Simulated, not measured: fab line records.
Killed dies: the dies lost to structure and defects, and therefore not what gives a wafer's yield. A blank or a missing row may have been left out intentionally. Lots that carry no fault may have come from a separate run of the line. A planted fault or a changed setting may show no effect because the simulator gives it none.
Split-lot trial -- flow n5Finfet -- 7 lots, 21 wafers read, on a route of 1938 steps

== ABOUT THE SPLIT ==
At N5_GATE_CUT_ETCH_58 (etches SiNx in CH3F/O2, target depth 17 nm, time 128.6 s), the setting timeS was moved away from the recipe's 128.6 s on 6 of the 21 wafers read, by -20.5% to +20.1%. For the rest of the wafers, this setting stayed at what the recipe calls for.

Reading taken at the split's own step.

== THE READING ==
etch.depthNm (the simulator's own value, which no gauge read), in nm, at N5_GATE_CUT_ETCH_58 (etches SiNx in CH3F/O2, target depth 17 nm, time 128.6 s). The file gives no usual value for it. Average 17.01 nm, standard deviation 0.44 nm, over the 15 wafers here run with the recipe.

wafer,"tool, chamber at the split","timeS as run, s",against the recipe,"etch.depthNm, nm",against lot-mates on the recipe
L080.2,"rieDiel-01, 1",128.6,recipe,15.96,-
L080.3,"rieDiel-01, 0",128.6,recipe,17.18,-
L080.5,"rieDiel-01, 0",128.6,recipe,17.18,-
L082.1,"rieDiel-02, 3",128.6,recipe,17.18,-
L082.4,"rieDiel-02, 1",128.6,recipe,16.16,-
L082.6,"rieDiel-02, 2",128.6,recipe,17.08,-
L083.1,"rieDiel-02, 0",154.5,+20.1%,21.14,+3.94
L083.3,"rieDiel-02, 2",128.6,recipe,17.2,-
L083.5,"rieDiel-02, 0",154.5,+20.1%,21.07,+3.87
L090.4,"rieDiel-01, 3",102.2,-20.5%,12.9,-4.48
L090.5,"rieDiel-01, 2",128.6,recipe,17.38,-
L090.6,"rieDiel-01, 1",102.2,-20.5%,12.74,-4.64
L091.2,"rieDiel-02, 3",128.6,recipe,17.2,-
L091.3,"rieDiel-02, 2",128.6,recipe,17.18,-
L091.6,"rieDiel-02, 2",128.6,recipe,17.14,-
L092.1,"rieDiel-02, 2",139.6,+8.6%,18.77,+1.22
L092.3,"rieDiel-02, 0",128.6,recipe,17.55,-
L092.6,"rieDiel-02, 3",139.6,+8.6%,18.9,+1.35
L096.1,"rieDiel-02, 2",128.6,recipe,17.09,-
L096.5,"rieDiel-02, 2",128.6,recipe,17.24,-
L096.6,"rieDiel-02, 1",128.6,recipe,16.38,-

FIT RESULTS
A straight line over all 21 wafers: etch.depthNm changes by +0.204 nm for each +1% of timeS; r = +0.98; the points scatter about the line by 0.39 nm.
The same after taking each lot's own level away (the mean of its wafers on the recipe; 21 wafers): +0.204 nm for each +1%; r = +0.98; scatter 0.37 nm.
Per that fit: largest timeS move, reading shift of 4.2 nm.
The lots' own levels span 16.773 to 17.550 nm, that is 1.8 times the standard deviation above.
The two slopes agree, so the slope changes little with the lot-to-lot level.
Check: for one of the wafers moved furthest among these (-20.5%), held out of the fit, the line's prediction against its lot-mates is -4.22 nm. Against them it came out at -4.48 nm.

== THE OTHER SPLITS THESE WAFERS WENT THROUGH ==
Before the reading, these wafers also passed through other splits. Each is held against what the fit with the lots' levels taken away leaves over:
other split on the same wafers,wafers away from the commonest value,r with etch.depthNm (lot level and that fit taken away)
N5_ZERO_LAYER_EXPOSE_08 doseMj,2,-0.12
N5_ZERO_LAYER_DEVELOP_10 developTimeS,11,-0.29
N5_WELL_APT_PEB_23 pebTempC,7,+0.09
N5_WELL_APT_DESCUM_30 timeS,5,-0.02
N5_DUMMY_GATE_CVD_03 tempC,6,-0.16
N5_DUMMY_GATE_COAT_28 spinRpm,7,-0.18
N5_SPACER0_ALD_00 aldCycles,8,+0.06
N5_HKMG_FIN_PEB_10 pebTimeS,8,+0.04
N5_HKMG_FIN_ETCH_32 sourceW,6,-0.16

== FILE'S OWN FIT ==
etch.depthNm changes by +0.203 nm for each +1% of timeS, r = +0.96.
